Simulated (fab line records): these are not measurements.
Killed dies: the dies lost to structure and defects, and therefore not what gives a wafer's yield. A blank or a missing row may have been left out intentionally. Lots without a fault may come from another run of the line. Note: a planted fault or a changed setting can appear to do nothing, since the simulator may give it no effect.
Matching of chambers -- flow nandHarc -- pecvd-02 running NHARC_A_STAIRCASE_DEP_259: 3 sister chambers
The step deposits SiON, target thk 30 nm. 22 wafers are shown with their chamber, then 11 later ones without.

## WAFERS WITH THEIR CHAMBER
wafer,chamber,heaterPowerW (W),susceptorTempC (C)
L075.1,0,756,399.89
L075.2,1,781,399.69
L075.5,0,742,400.34
L076.1,1,759,399.80
L076.3,2,740,399.49
L076.4,2,764,399.99
L080.1,2,611,399.96
L080.2,0,849,399.67
L080.5,2,619,399.92
L083.2,0,820,399.92
L083.5,2,704,400.27
L083.6,1,795,399.85
L082.2,1,680,399.84
L082.3,0,816,399.70
L082.5,0,823,399.97
L084.1,2,696,400.18
L084.3,0,794,400.10
L084.5,1,738,399.82
L089.3,0,834,399.90
L089.5,2,733,400.02
L089.6,0,867,400.22
L087.1,0,821,400.25

SIGNATURES (means of the wafers above)
reading,chamber 0,chamber 1,chamber 2,scatter within a chamber
heaterPowerW,812.20,750.60,695.29,47.4
susceptorTempC,399.9960,399.8000,399.9757,0.212
Rule: a wafer's distance from a chamber is the root of the sum, over the readings, of the square of ((its reading less the chamber's mean) divided by the reading's scatter). The wafer belongs to the nearest chamber; if the next one is less than 2 further off, it can't be placed. How the scatter is found: for the shown wafers, subtract from each reading the mean of its chamber, square and add these, divide the total by (wafers less chambers), then take the root.

## WAFERS MISSING THEIR CHAMBER
wafer,heaterPowerW (W),susceptorTempC (C)
L087.3,795,400.08
L087.5,610,399.82
L091.1,720,400.02
L091.3,768,400.03
L091.6,732,400.32
L094.1,637,400.00
L094.3,762,399.82
L094.4,742,399.94
L095.1,690,400.29
L095.4,789,400.03
L095.5,747,400.12

## CHAMBER TAKEN BY EACH
wafer,from the rows above,in truth
L087.3,can't be placed: 0 or 1 or 2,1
L087.5,can't be placed: 2 or 1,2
L091.1,can't be placed: 2 or 1 or 0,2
L091.3,can't be placed: 0 or 1 or 2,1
L091.6,can't be placed: 2 or 0 or 1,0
L094.1,can't be placed: 2 or 1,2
L094.3,can't be placed: 1 or 0 or 2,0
L094.4,can't be placed: 1 or 2 or 0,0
L095.1,can't be placed: 2 or 1 or 0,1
L095.4,can't be placed: 0 or 1 or 2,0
L095.5,can't be placed: 2 or 0 or 1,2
0 of 11 placed correctly. Cannot be placed on the basis of these rows: 11; the candidates contain the true chamber in 11. Wrongly placed: 0.
